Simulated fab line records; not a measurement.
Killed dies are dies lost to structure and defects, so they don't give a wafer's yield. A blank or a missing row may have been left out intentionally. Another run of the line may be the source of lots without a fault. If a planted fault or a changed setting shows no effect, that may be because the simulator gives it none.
fab line records | flow nandHarc | part 1 of 2: steps 1 to 22 of 31
record lots=5 wafers=15 lastDay=24
route steps=1159 shown P_CONTACT@231 P_M0@253
lots that met no fault: taken from a fault-free run of the same line
startH: the number of hours between the record's first day and the start of the first shown wafer of the lot | waitH: how many hours have passed since the lot's step before this one | " repeats the value in the row above | L1.1+2: several wafers, shown together as one row | - no value, or no start given | * or withheld: withheld | < > ~ a bound
route shown NAME@n: NAME is a module with steps in the file, n the number in the route of the first one | usual: average and standard deviation across the fault-free wafers | same: alike in all rows | chamber/n: place in a boat | sites: readings site by site | _std_site: how widely they spread, as a standard deviation | _edge_site: inner sites' mean taken away from outer sites' mean | radiusMm: for every site, how far away it sits from the centre of the wafer | mask NAME#n: copy n | behind: the most recent tool/chamber to have shaped the wafer | hold: why the lot went on hold/how many hours it stayed there/how the hold came to an end | device: transistor that didn't switch, given as n, p or np | end of line: at the end of the route, the tests of the same wafers | for a step that has no rows: nothing shown but its recipe | killed: the dies lost at the first sort to structure and to defects; this is not the yield of the wafer | map: dies across one wafer; x = killed, . = not, _ = none there
set.NAME: setting as actually run; set.NAME@STEP: the setting as run at that earlier step | model.NAME: the simulator's own value behind a step, which no gauge read
lots at selected steps of the route; one table per step, one row per wafer
services: from which hour (startH, from the record's first day; less than 0 if before it) a tool's chamber was out of use, for how many hours, and why
## steps
# step NHARC_P_CONTACT_DEVELOP_11
# recipe developTimeS=35 devTempC=23
# usual exhaustPa=45.2/0.88 resistLineTempC=23.01/0.12
# columns lot.wafer tool chamber startH waitH exhaustPa resistLineTempC
L074.1 lithoTrack-01 0 - - 47.4 22.91
L074.3 " 0 " " 47.2 23.18
L074.5 " 0 " " 47.1 22.99
L075.2 lithoTrack-01 0 - - 46.2 23.04
L075.4 " 0 " " 45.5 22.92
L075.5 " 0 " " 43.9 22.95
L083.1 lithoTrack-04 0 - - 45.4 23.13
L083.5 " 0 " " 43.8 23.19
L083.6 " 0 " " 43.9 23.19
L094.2 lithoTrack-06 0 - - 44.1 23.12
L094.4 " 0 " " 44.1 23.02
L094.6 " 0 " " 44.6 22.97
L096.2 lithoTrack-04 0 - - 45.9 23.00
L096.5 " 0 " " 45.9 23.03
L096.6 " 0 " " 45.8 23.07
# step NHARC_P_CONTACT_CD_MEAS_12
# recipe targetCdNm=90 landingEnergyEv=500
# usual cdNm=89.9/0.52
# columns lot.wafer tool chamber startH waitH cdNm
L074.1 cdSem-01 0 104.29 - 90.1
L074.3 " 0 " " 89.9
L074.5 " 0 " " 89.3
L075.2 cdSem-03 0 118.33 - 89.6
L075.4 " 0 " " 89.7
L075.5 " 0 " " 89.7
L083.1 cdSem-03 0 159.95 - 89.1
L083.5 " 0 " " 89.3
L083.6 " 0 " " 88.9
L094.2 cdSem-01 0 222.47 - 90.1
L094.4 " 0 " " 90.2
L094.6 " 0 " " 90.2
L096.2 cdSem-01 0 238.76 - 90.3
L096.5 " 0 " " 89.6
L096.6 " 0 " " 90.2
# step NHARC_P_CONTACT_OVL_MEAS_13
# usual overlayXNm=0.0/0.81 overlayYNm=-0.2/0.89
# columns lot.wafer tool chamber startH waitH overlayXNm overlayYNm
L074.1 overlay-02 - 104.37 - -0.6 -0.8
L074.3 " - " " -0.5 -1.2
L074.5 " - " " -1.2 -1.2
L075.2 overlay-02 - 118.42 - -0.5 -1.3
L075.4 " - " " -0.1 -1.2
L075.5 " - " " -0.1 -1.6
L083.1 overlay-01 - 160.04 - 1.9 -1.0
L083.5 " - " " 1.2 -1.4
L083.6 " - " " 1.3 -1.0
L094.2 overlay-02 - 222.57 - -1.1 0.0
L094.4 " - " " -0.6 0.0
L094.6 " - " " -0.4 -0.3
L096.2 overlay-01 - 238.85 - -2.1 -1.3
L096.5 " - " " -2.6 -0.9
L096.6 " - " " -2.3 -1.4
# step NHARC_P_CONTACT_INSPECT_14
# usual rawDefectCount=3.7/2
# columns lot.wafer tool chamber startH waitH rawDefectCount
L074.1 defectInspect-02 - 104.41 0.0 5
L074.3 " - " " 7
L074.5 " - " " 4
L075.2 defectInspect-02 - 118.46 0.0 4
L075.4 " - " " 2
L075.5 " - " " 4
L083.1 defectInspect-02 - 160.08 0.0 2
L083.5 " - " " 6
L083.6 " - " " 5
L094.2 defectInspect-01 - 222.61 0.0 3
L094.4 " - " " 5
L094.6 " - " " 3
L096.2 defectInspect-02 - 238.89 0.0 3
L096.5 " - " " 3
L096.6 " - " " 0
# step NHARC_P_CONTACT_DESCUM_17
# recipe timeS=3 o2FlowSccm=200 arFlowSccm=0 biasPowerW=0 chemistry=O2
# usual drypumpMotorCurrentA=5.9/0.44 oesProductAu=1.001/0.0062 rfVppV=57.8/0.88 showerheadPlenumPTorr=1.91/0.091 throttleValvePct=11.312/0.008
# columns lot.wafer tool chamber startH waitH drypumpMotorCurrentA oesProductAu rfHoursCounterH rfVppV showerheadPlenumPTorr throttleValvePct
L074.3 rieDiel-05 3 104.47 0.1 6.4 1.002 8 57.6 1.99 11.315
L074.1 " 2 " " 6.1 1.000 9 57.0 1.94 11.315
L074.5 " 0 " " 5.8 0.998 - 58.4 1.88 11.308
L075.4 rieDiel-05 3 118.52 0.1 6.4 1.005 11 59.1 1.99 11.321
L075.2 " 1 " " 6.0 1.005 12 57.2 1.79 11.315
L075.5 " 3 " " 6.4 0.995 - 58.3 1.99 11.320
L083.1 rieDiel-05 2 160.16 0.1 6.2 1.005 15 58.3 1.94 11.309
L083.6 " 0 " " 5.8 0.998 - 57.1 1.88 11.302
L083.5 " 1 " " 5.9 0.999 - 56.8 1.78 11.310
L094.2 rieDiel-13 3 222.68 0.1 5.2 0.995 12 59.0 1.87 11.301
L094.4 " 1 " " 5.7 1.001 9 59.4 2.00 11.317
L094.6 " 2 " " 5.6 1.009 - 57.8 1.80 11.312
L096.2 rieDiel-05 0 238.97 0.1 5.8 0.995 6 57.9 1.88 11.315
L096.6 " 1 " " 5.9 0.995 - 57.2 1.78 11.305
L096.5 " 2 " " 6.2 1.008 - 57.6 1.93 11.300
# step NHARC_P_CONTACT_ETCH_35
# recipe targetDepthA=390 overEtchFrac=0.3 timeS=65 ionEnergyEv=80 cf4FlowSccm=150 arFlowSccm=0 rfW=300 biasW=100 chemistry=CF4
# usual drypumpMotorCurrentA=5.9/0.43 oesProductAu=1.002/0.0069 rfVppV=151.1/1.3 showerheadPlenumPTorr=1.77/0.078 throttleValvePct=13.285/0.0097
# columns lot.wafer tool chamber startH waitH drypumpMotorCurrentA oesProductAu rfHoursCounterH rfVppV showerheadPlenumPTorr throttleValvePct
L074.3 rieDiel-05 0 104.56 0.1 5.8 1.014 10 152.4 1.74 13.277
L074.1 " 1 " " 5.9 1.007 10 150.1 1.66 13.287
L074.5 " 1 " " 5.9 1.007 - 151.8 1.66 13.277
L075.4 rieDiel-05 3 118.61 0.1 6.4 1.003 11 152.0 1.83 13.296
L075.2 " 2 " " 6.2 1.006 11 152.0 1.79 13.289
L075.5 " 3 " " 6.4 1.006 - 152.8 1.83 13.286
L083.1 rieDiel-05 3 160.24 0.1 6.4 0.994 15 151.9 1.83 13.302
L083.6 " 0 " " 5.8 1.003 - 150.3 1.74 13.299
L083.5 " 1 " " 5.9 0.992 - 149.0 1.66 13.275
L094.2 rieDiel-13 2 222.75 0.1 5.6 1.003 13 150.4 1.67 13.283
L094.4 " 1 " " 5.7 0.995 9 152.9 1.84 13.299
L094.6 " 3 " " 5.2 1.003 - 151.9 1.73 13.273
L096.2 rieDiel-05 0 239.04 0.1 5.8 0.999 6 151.5 1.74 13.266
L096.5 " 2 " " 6.2 1.002 - 149.9 1.79 13.291
L096.6 " 3 " " 6.4 0.993 - 153.4 1.83 13.284
# step NHARC_P_CONTACT_ETCH_36
# recipe targetDepthA=2600 overEtchFrac=0.25 timeS=406.25 ionEnergyEv=200 n2FlowSccm=150 h2FlowSccm=150 arFlowSccm=0 rfW=400 biasW=150 chemistry=N2/H2
# usual drypumpMotorCurrentA=5.9/0.43 oesProductAu=1.000/0.0073 rfVppV=430.3/2.8 showerheadPlenumPTorr=2.03/0.098 throttleValvePct=14.171/0.0095
# columns lot.wafer tool chamber startH waitH drypumpMotorCurrentA oesProductAu rfHoursCounterH rfVppV showerheadPlenumPTorr throttleValvePct
L074.3 rieDiel-05 3 - - 6.4 1.000 9 431.9 2.12 14.167
L074.1 " 0 " " 5.8 1.008 10 428.2 2.00 14.170
L074.5 " 1 " " 5.9 0.990 - 426.5 1.90 14.167
L075.4 rieDiel-05 2 - - 6.2 1.008 11 432.7 2.07 14.175
L075.2 " 3 " " 6.4 0.996 11 433.9 2.12 14.168
L075.5 " 1 " " 5.9 0.994 - 426.3 1.90 14.158
L083.1 rieDiel-05 3 - - 6.4 1.009 15 433.1 2.12 14.178
L083.5 " 2 " " 6.2 0.999 - 431.5 2.06 14.169
L083.6 " 3 " " 6.4 1.002 - 431.3 2.12 14.167
L094.4 rieDiel-13 3 - - 5.1 0.983 12 430.7 1.99 14.163
L094.2 " 2 " " 5.6 1.003 13 427.0 1.92 14.174
L094.6 " 0 " " 6.5 1.014 - 434.9 2.19 14.174
L096.2 rieDiel-05 2 - - 6.2 1.009 6 431.9 2.06 14.179
L096.5 " 2 " " 6.2 1.011 - 430.6 2.06 14.170
L096.6 " 3 " " 6.3 1.001 - 433.0 2.12 14.160
# step NHARC_P_CONTACT_ETCH_18
# recipe targetDepthA=4810 timeS=240.5 c4f8FlowSccm=20 o2FlowSccm=10 arFlowSccm=withheld rfW=600 biasW=1500 chemistry=C4F8/O2/Ar
# usual oesProductAu=0.956/0.018 rfVppV=978/6.2
# columns lot.wafer tool chamber startH waitH oesProductAu rfHoursCounterH rfVppV
L074.3 rieDiel-05 0 - - 0.969 10 975
L074.1 " 1 " " 0.966 10 970
L074.5 " 2 " " 0.979 - 979
L075.4 rieDiel-05 3 - - 0.926 11 983
L075.2 " 0 " " 0.929 12 976
L075.5 " 0 " " 0.928 - 976
L083.1 rieDiel-05 1 - - 0.969 16 969
L083.5 " 1 " " 0.959 - 969
L083.6 " 2 " " 0.980 - 979
L094.4 rieDiel-13 2 - - 0.945 13 971
L094.2 " 0 " " 0.977 12 987
L094.6 " 3 " " 0.961 - 975
L096.2 rieDiel-05 0 - - 0.978 6 975
L096.6 " 0 " " 0.966 - 979
L096.5 " 1 " " 0.959 - 970
# step NHARC_P_CONTACT_STRIP_37
# recipe c4f8FlowSccm=withheld o2FlowSccm=8 arFlowSccm=withheld biasW=0 chemistry=C4F8/O2/Ar
# columns lot.wafer tool chamber startH waitH
L074.1+3+5 rieDiel-05 3,1,2 - -
L075.4+2+5 rieDiel-05 3,2,3 - -
L083.1+6+5 rieDiel-05 3,3,0 - -
L094.2+4+6 rieDiel-13 2,3,2 - -
L096.2+6+5 rieDiel-05 1,0,1 - -
# step NHARC_P_CONTACT_ETCH_31
# recipe targetDepthA=300 timeS=85.7 ionEnergyEv=120 overEtchFrac=1 ch3fFlowSccm=50 o2FlowSccm=30 arFlowSccm=200 rfW=500 biasW=100 chemistry=CH3F/O2
# usual drypumpMotorCurrentA=5.9/0.43 oesProductAu=0.978/0.011 rfVppV=244.2/1.8 showerheadPlenumPTorr=2.46/0.11 throttleValvePct=20.662/0.0091
# columns lot.wafer tool chamber startH waitH drypumpMotorCurrentA oesProductAu rfHoursCounterH rfVppV showerheadPlenumPTorr throttleValvePct
L074.1 rieDiel-05 1 - - 5.9 0.985 10 242.3 2.30 20.654
L074.3 " 3 " " 6.4 0.986 9 247.0 2.55 20.685
L074.5 " 1 " " 6.0 0.977 - 242.4 2.30 20.656
L075.4 rieDiel-05 2 - - 6.2 0.949 12 243.3 2.49 20.664
L075.2 " 3 " " 6.4 0.976 11 246.5 2.55 20.655
L075.5 " 2 " " 6.2 0.959 - 242.8 2.49 20.667
L083.1 rieDiel-05 0 - - 5.8 0.976 17 244.9 2.42 20.661
L083.5 " 3 " " 6.3 0.989 - 245.6 2.55 20.665
L083.6 " 0 " " 5.8 0.995 - 243.7 2.42 20.665
L094.2 rieDiel-13 0 - - 6.5 0.981 13 247.6 2.63 20.662
L094.4 " 3 " " 5.1 0.970 13 242.5 2.41 20.654
L094.6 " 0 " " 6.5 0.987 - 246.6 2.63 20.659
L096.2 rieDiel-05 0 - - 5.8 0.994 6 243.6 2.41 20.668
L096.6 " 2 " " 6.2 0.997 - 244.0 2.48 20.661
L096.5 " 3 " " 6.4 0.992 - 247.1 2.54 20.664
# step NHARC_P_CONTACT_CD_MEAS_19
# usual cdNm=89.1/1.1
# columns lot.wafer tool chamber startH waitH cdNm
L074.1 cdSem-03 - 105.41 - 90.6
L074.3 " - " " 89.8
L074.5 " - " " 90.3
L075.2 cdSem-02 - 119.40 - 89.0
L075.4 " - " " 88.5
L075.5 " - " " 89.2
L083.1 cdSem-02 - 161.01 - 88.5
L083.5 " - " " 88.8
L083.6 " - " " 89.2
L094.2 cdSem-01 - 223.54 - 89.7
L094.4 " - " " 90.1
L094.6 " - " " 88.7
L096.2 cdSem-02 - 239.84 - 88.7
L096.5 " - " " 88.4
L096.6 " - " " 89.5
# step NHARC_P_CONTACT_STRIP_28
# recipe o2FlowSccm=500 arFlowSccm=0 biasW=0 chemistry=O2
# usual drypumpMotorCurrentA=6.0/0.35 oesProductAu=1.000/0.0065 rfVppV=57.8/0.93 showerheadPlenumPTorr=3.50/0.14 throttleValvePct=17.038/0.0092
# columns lot.wafer tool chamber startH waitH drypumpMotorCurrentA oesProductAu rfHoursCounterH rfVppV showerheadPlenumPTorr throttleValvePct
L074.3 rieDiel-05 0 105.52 0.1 5.8 1.013 10 57.2 3.47 17.033
L074.1 " 1 " " 5.9 0.998 10 57.7 3.31 17.037
L074.5 " 2 " " 6.2 0.999 - 58.4 3.57 17.029
L075.4 rieDiel-05 1 119.52 0.1 6.0 1.003 12 57.8 3.31 17.035
L075.2 " 2 " " 6.2 1.006 12 56.9 3.57 17.038
L075.5 " 0 " " 5.8 1.009 - 57.9 3.47 17.035
L083.1 rieDiel-05 2 161.12 0.1 6.2 1.016 15 55.9 3.57 17.042
L083.6 " 0 " " 5.8 1.001 - 57.2 3.47 17.038
L083.5 " 1 " " 6.0 1.004 - 57.7 3.31 17.037
L094.4 rieDiel-13 0 223.61 0.1 6.5 1.007 13 56.3 3.76 17.025
L094.2 " 2 " " 5.5 1.001 14 57.1 3.34 17.031
L094.6 " 1 " " 5.7 1.010 - 59.7 3.68 17.020
L096.2 rieDiel-05 3 239.98 0.1 6.4 0.995 6 58.5 3.65 17.041
L096.5 " 2 " " 6.2 1.010 - 58.2 3.56 17.048
L096.6 " 3 " " 6.4 0.999 - 58.8 3.65 17.042
# step NHARC_P_CONTACT_STRIP_29
# recipe timeS=1200 tempC=72.5 chemistry=postEtchResidueRemover
# usual tempC=72.51/0.12
# columns lot.wafer tool chamber startH waitH tempC
L074.5 wetBench-09 4 105.67 - 72.55
L074.1 " 6 " " 72.43
L074.3 " 7 " " 72.61
L075.5 wetBench-01 5 119.69 - 72.39
L075.2 " 6 " " 72.52
L075.4 " 1 " " 72.70
L083.1 wetBench-01 4 161.30 - 72.58
L083.5 " 5 " " 72.51
L083.6 " 6 " " 72.39
L094.4 wetBench-01 0 223.80 - 72.57
L094.2 " 2 " " 72.37
L094.6 " 4 " " 72.32
L096.2 wetBench-01 4 240.15 - 72.60
L096.6 " 5 " " 72.35
L096.5 " 7 " " 72.45
# step NHARC_P_CONTACT_DEGAS_38
# recipe tempC=300 timeS=60
# usual heaterPowerW=463/56
# columns lot.wafer tool chamber startH waitH heaterPowerW
L074.3 pvdSputter-01 - 106.13 - 417
L074.1 " - " " 383
L074.5 " - " " 404
L075.4 pvdSputter-03 - 120.13 - 498
L075.2 " - " " 511
L075.5 " - " " 603
L083.1 pvdSputter-02 - 161.74 - 483
L083.5 " - " " 491
L083.6 " - " " 426
L094.2 pvdSputter-01 - 224.26 - 416
L094.4 " - " " 409
L094.6 " - " " 430
L096.2 pvdSputter-01 - 240.61 - 411
L096.6 " - " " 421
L096.5 " - " " 408
# step NHARC_P_CONTACT_PRE_CLEAN_39
# recipe timeS=19.5 biasV=250 gas=Ar
# columns lot.wafer tool chamber startH waitH
L074.1+3+5 pvdSputter-01 - - -
L075.2+4+5 pvdSputter-03 - - -
L083.1+5+6 pvdSputter-02 - - -
L094.4+2+6 pvdSputter-01 - - -
L096.2+5+6 pvdSputter-01 - - -
# step NHARC_P_CONTACT_PVD_32
# recipe targetThkA=50 chamberPressurePa=5 powerW=5000 substrateTempC=200 timeS=17.7 material=Ti
# usual throttleValvePct=30.5/1.1
# columns lot.wafer tool chamber startH waitH throttleValvePct
L074.1 pvdSputter-01 - - - 32.1
L074.3 " - " " 28.3
L074.5 " - " " 32.1
L075.4 pvdSputter-03 - - - 31.7
L075.2 " - " " 30.6
L075.5 " - " " 30.2
L083.1 pvdSputter-02 - - - 28.4
L083.6 " - " " 30.2
L083.5 " - " " 30.4
L094.2 pvdSputter-01 - - - 31.4
L094.4 " - " " 30.7
L094.6 " - " " 31.6
L096.2 pvdSputter-01 - - - 27.8
L096.6 " - " " 31.5
L096.5 " - " " 31.2
# step NHARC_P_CONTACT_ALD_22
# recipe targetThkA=30 pulseTimeS=1 aldCycles=150 tempC=450 material=TiN
# usual heaterPowerW=1111/87 precursorPulseHeightRel=0.999/0.018
# columns lot.wafer tool chamber startH waitH heaterPowerW precursorPulseHeightRel
L074.3 aldMetal-02 3 106.43 - 928 1.027
L074.1 " 0 " " 1083 0.983
L074.5 " 2 " " 1175 0.994
L075.2 aldMetal-02 2 120.41 - 1158 0.997
L075.4 " 0 " " 1049 1.002
L075.5 " 2 " " 1183 1.036
L083.1 aldMetal-01 2 161.98 - 1198 0.968
L083.6 " 2 " " 1233 0.984
L083.5 " 0 " " 978 0.991
L094.4 aldMetal-01 0 224.49 - 970 1.036
L094.2 " 3 " " 1135 0.986
L094.6 " 1 " " 1116 1.011
L096.2 aldMetal-01 1 240.89 - 1125 1.010
L096.6 " 3 " " 1117 1.019
L096.5 " 0 " " 961 1.012
# step NHARC_P_CONTACT_CVD_23
# recipe targetThkA=2000 tempC=300 pressureTorr=40 wf6FlowSccm=40 h2FlowSccm=1600 arFlowSccm=1560 timeS=557 material=W
# usual heaterPowerW=530/53 throttleValvePct=8.15/0.27
# columns lot.wafer tool chamber startH waitH heaterPowerW throttleValvePct
L074.1 cvdW-02 0 - - 471 8.33
L074.3 " 1 " " 506 7.78
L074.5 " 0 " " 473 8.11
L075.2 cvdW-02 1 - - 508 7.65
L075.4 " 1 " " 494 7.72
L075.5 " 1 " " 488 7.91
L083.1 cvdW-01 0 - - 527 8.14
L083.5 " 1 " " 600 8.57
L083.6 " 0 " " 511 7.95
L094.2 cvdW-01 0 - - 531 8.26
L094.4 " 0 " " 526 8.23
L094.6 " 1 " " 600 8.33
L096.2 cvdW-01 1 - - 605 8.39
L096.5 " 1 " " 606 8.50
L096.6 " 0 " " 542 8.17
# step NHARC_P_CONTACT_CMP_24
# recipe tOverpolishS=30 targetThkNm=200
# usual motorCurrentA=12.0/1 overpolishRunS=29.999/0.0093 slurryFilterDpKPa=13.52/0.13 timeToEndpointS=39.5/2.6
# same tOverpolishS=30
# columns lot.wafer tool chamber startH waitH motorCurrentA overpolishRunS slurryFilterDpKPa timeToEndpointS
L074.3 cmp-03 1 107.24 0.4 10.9 29.997 13.73 38.4
L074.1 " 3 " " 12.3 29.995 13.43 33.7
L074.5 " 1 " " 11.8 30.007 13.60 36.0
L075.2 cmp-02 0 124.66 0.6 13.8 29.979 13.63 38.7
L075.4 " 2 " " 12.4 29.993 13.83 39.6
L075.5 " 3 " " 11.8 30.009 13.44 42.1
L083.1 cmp-03 1 167.45 0.5 11.3 29.998 13.28 35.6
L083.6 " 3 " " 12.6 29.996 13.47 34.2
L083.5 " 0 " " 11.1 30.007 13.54 37.0
L094.2 cmp-03 2 225.39 0.5 13.2 30.001 13.80 34.5
L094.4 " 0 " " 11.2 30.007 13.43 41.3
L094.6 " 1 " " 11.6 29.998 13.55 37.4
L096.2 cmp-02 1 243.85 0.6 11.4 30.000 13.44 39.6
L096.6 " 2 " " 11.9 29.995 13.56 39.1
L096.5 " 3 " " 11.7 29.994 13.42 41.1
# step NHARC_P_CONTACT_SRD_26
# columns lot.wafer tool chamber startH waitH
L074.5+1+3 wetBench-09 7,0,4 107.57 0.0
L075.5+4+2 wetBench-01 7,2,4 124.95 0.0
L083.1+6+5 wetBench-09 1,2,4 167.72 0.0
L094.2+6+4 wetBench-09 0,3,5 225.68 0.0
L096.5+6+2 wetBench-09 2,6,7 244.10 0.0
# step NHARC_P_CONTACT_INSPECT_27
# usual rawDefectCount=270/120
# columns lot.wafer tool chamber startH waitH rawDefectCount
L074.1 defectInspect-01 - 107.65 0.1 376
L074.3 " - " " 240
L074.5 " - " " 280
L075.2 defectInspect-02 - 125.04 0.1 278
L075.4 " - " " 292
L075.5 " - " " 257
L083.1 defectInspect-02 - 167.80 0.1 345
L083.5 " - " " 458
L083.6 " - " " 218
L094.2 defectInspect-01 - 225.76 0.1 379
L094.4 " - " " 339
L094.6 " - " " 329
L096.2 defectInspect-02 - 244.18 0.1 128
L096.5 " - " " 141
L096.6 " - " " 227
# step NHARC_P_M0_DEP_00
# recipe targetThkA=1500 targetThkNm=150 tempC=withheld pressureTorr=5 flowSccm=200 rfW=600 material=SiOC
# columns lot.wafer tool chamber startH waitH
L074.3+1+5 pecvd-03 0,2,2 107.72 0.1
L075.2+5+4 pecvd-02 0,2,1 125.15 0.1
L083.1+5+6 pecvd-02 2,1,0 167.91 0.1
L094.2+4+6 pecvd-03 1,2,1 225.92 0.2
L096.2+6+5 pecvd-02 0,2,0 244.34 0.2
